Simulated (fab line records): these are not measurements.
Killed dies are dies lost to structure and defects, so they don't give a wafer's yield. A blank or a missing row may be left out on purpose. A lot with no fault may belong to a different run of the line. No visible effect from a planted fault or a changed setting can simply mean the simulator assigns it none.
Matching of chambers / flow n5 finfet / N5_FIN_SAQP_STRIP_55 on rie diel-06 has 4 sister chambers
The step strips in N2/H2. 8 wafers are shown with their chamber, then 7 later ones without.

## EACH WAFER AND ITS CHAMBER
wafer=L078.1; chamber=0; drypump motor current A (A)=5.8; showerhead plenum p Torr (Torr)=3.51
wafer=L081.2; chamber=1; drypump motor current A (A)=6.5; showerhead plenum p Torr (Torr)=3.47
wafer=L081.5; chamber=2; drypump motor current A (A)=5.4; showerhead plenum p Torr (Torr)=3.37
wafer=L084.1; chamber=3; drypump motor current A (A)=5.3; showerhead plenum p Torr (Torr)=3.43
wafer=L084.3; chamber=0; drypump motor current A (A)=5.7; showerhead plenum p Torr (Torr)=3.50
wafer=L084.6; chamber=1; drypump motor current A (A)=6.5; showerhead plenum p Torr (Torr)=3.47
wafer=L093.1; chamber=2; drypump motor current A (A)=5.4; showerhead plenum p Torr (Torr)=3.36
wafer=L093.4; chamber=3; drypump motor current A (A)=5.3; showerhead plenum p Torr (Torr)=3.42

## WAFERS MISSING THEIR CHAMBER
wafer=L093.5; drypump motor current A (A)=5.3; showerhead plenum p Torr (Torr)=3.42
wafer=L094.2; drypump motor current A (A)=5.4; showerhead plenum p Torr (Torr)=3.35
wafer=L094.5; drypump motor current A (A)=5.7; showerhead plenum p Torr (Torr)=3.50
wafer=L094.6; drypump motor current A (A)=6.5; showerhead plenum p Torr (Torr)=3.46
wafer=L095.1; drypump motor current A (A)=5.8; showerhead plenum p Torr (Torr)=3.49
wafer=L095.3; drypump motor current A (A)=5.3; showerhead plenum p Torr (Torr)=3.42
wafer=L095.4; drypump motor current A (A)=6.5; showerhead plenum p Torr (Torr)=3.46

## WHICH CHAMBER EACH ONE RAN IN
wafer=L093.5; from the rows above=3; in truth=3
wafer=L094.2; from the rows above=2; in truth=2
wafer=L094.5; from the rows above=0; in truth=0
wafer=L094.6; from the rows above=1; in truth=1
wafer=L095.1; from the rows above=0; in truth=0
wafer=L095.3; from the rows above=3; in truth=3
wafer=L095.4; from the rows above=1; in truth=1
Placed correctly: 7 of 7. Not placeable from these rows: 0. Wrongly placed: 0.
How it was worked out, from the rows above alone: a wafer's distance from a chamber is the root of the sum, over the readings, of the square of ((its reading less the chamber's mean) divided by the reading's scatter). If the next closest chamber is less than 2 further off than the closest, the wafer can't be placed; otherwise it belongs to the closest. The mean given for a chamber averages the wafers shown for that chamber. How the scatter is found: for the shown wafers, subtract from each reading the mean of its chamber, square and add these, divide the total by (wafers less chambers), then take the root.
